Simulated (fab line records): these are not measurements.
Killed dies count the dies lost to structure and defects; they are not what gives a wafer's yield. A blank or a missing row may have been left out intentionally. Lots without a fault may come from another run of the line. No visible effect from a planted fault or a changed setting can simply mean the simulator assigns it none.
A lot that was struck, set against a sound lot | flow n5 finfet | 35 steps out of a route of 1938
Sound: the wafers L714.3, L714.4, L714.5. Struck: wafer L716.5 (left out: L716.4, L716.6 of the same lot, which were not struck); the cause appears at the end.
For every step that has rows: the tool of each side, followed by ch and its chambers, followed by its first start. Under that, the readings that differ: sound wafers | struck wafers | difference of the means | sigmas: that difference in standard deviations of wafers without a fault.
alike: readings whose means differ by less than 2 such deviations, and words and numbers that are the same on both sides. not compared: withheld readings, readings that some wafer has no value for, bounds like >300 that may hide the same value, and numbers for which the record gives no deviation and whose values overlap.
Wherever a step has rows on one side only, a row that says differs or no value, or a row with sigmas, the two part there. Non-overlapping numbers with no deviation appear without sigmas and do not part them. Lack of a reading on every wafer of one side parts them only where that side has two or more wafers.

first, 9 steps without rows for these wafers: N5_BEOL_M1_PEB_09 (peb time 60 s); N5_BEOL_M1_DEVELOP_10 (develop time 30 s); N5_BEOL_M1_DESCUM_16 (chemistry O2, time 7 s); N5_BEOL_M1_ETCH_74 (etches underlayer in N2/H2, target depth 6.5 nm, time 5.2 s); N5_BEOL_M1_ETCH_63 (etches SiARC in CF4, target depth 15.6 nm, time 26 s); N5_BEOL_M1_ETCH_64 (etches SOC in N2/H2, target depth 75 nm, overetch 15 nm, time 112.5 s); N5_BEOL_M1_STRIP_65 (strips in N2/H2); N5_BEOL_M1_STRIP_75 (strips in N2/H2); N5_BEOL_M1_STRIP_66 (strips in CF4).
N5_BEOL_M1_HM_OPEN_17: chemistry Cl2/BCl3, target TiN, target depth 20 nm, overetch 6 nm.
  sound on rie metal-02 ch 0,1, day 8 11:04; struck on rie metal-02 ch 1, day 8 16:33
  alike: drypump motor current A, oes product au, throttle valve pct
  not compared: rf hours counter h
then, 24 steps without rows for these wafers: N5_BEOL_M1_STRIP_19 (strips in O2); N5_BEOL_M1_COAT_67 (time 60 s, resist thk 60 nm); N5_BEOL_M1_COAT_68 (time 60 s, resist thk 12 nm); N5_BEOL_M1_COAT_76 (time 60 s, resist thk 5 nm); N5_BEOL_M1_COAT_22 (resist thk 30 nm); N5_BEOL_M1_EBR_24; N5_BEOL_M1_SOFTBAKE_23 (time 60 s); N5_BEOL_M1_EXPOSE_25 (exposes mask V0, defocus 5 nm, target cd 24 nm); N5_BEOL_M1_PEB_26 (peb time 60 s); N5_BEOL_M1_DEVELOP_27 (develop time 30 s); N5_BEOL_M1_DESCUM_33 (chemistry O2, time 7 s); N5_BEOL_M1_ETCH_77 (etches underlayer in N2/H2, target depth 6.5 nm, time 5.2 s); N5_BEOL_M1_ETCH_69 (etches SiARC in CF4, target depth 15.6 nm, time 26 s); N5_BEOL_M1_ALD_98 (deposits SiO2, target thk 2.5 nm, pulse time 1 s, co reactant pulse time 1 s); N5_BEOL_M1_ETCHBACK_99 (etches SiO2 in CHF3, target depth 5 nm, time 10.4 s); N5_BEOL_M1_ETCH_70 (etches SOC in N2/H2, target depth 80 nm, overetch 16 nm, time 120 s); N5_BEOL_M1_STRIP_71 (strips in N2/H2); N5_BEOL_M1_STRIP_78 (strips in N2/H2); N5_BEOL_M1_VIA_ETCH_34 (etches the open film in C4F6/O2, target depth 67.8 nm, time 64.4 s); N5_BEOL_M1_STRIP_83 (strips in C4F6/O2); N5_BEOL_M1_STRIP_36 (strips in N2/H2); N5_BEOL_M1_TRENCH_ETCH_37 (etches SiOC in C4F6/O2, target depth 55.207 nm, time 29 s); N5_BEOL_M1_ETCH_41 (etches SiCN in CH3F/O2, target depth 31.9 nm, time 57.8 s); N5_BEOL_M1_STRIP_97 (strips in N2/H2, time 10 s).
-- here the record skips 7 days between the struck wafers' starts before and after, leaving off in module BEOL_M1 and picking up in module PASSIVATION (first step shown: number 1936 of the route) --
N5_PASSIVATION_PROBE_49:
  only the struck wafers here have rows in the record (prober-02, day 15 20:49); the sound ones have none

== WHERE THEY PART ==
Within this record, at N5_PASSIVATION_PROBE_49 only.

WHY: what had been put in by the simulator
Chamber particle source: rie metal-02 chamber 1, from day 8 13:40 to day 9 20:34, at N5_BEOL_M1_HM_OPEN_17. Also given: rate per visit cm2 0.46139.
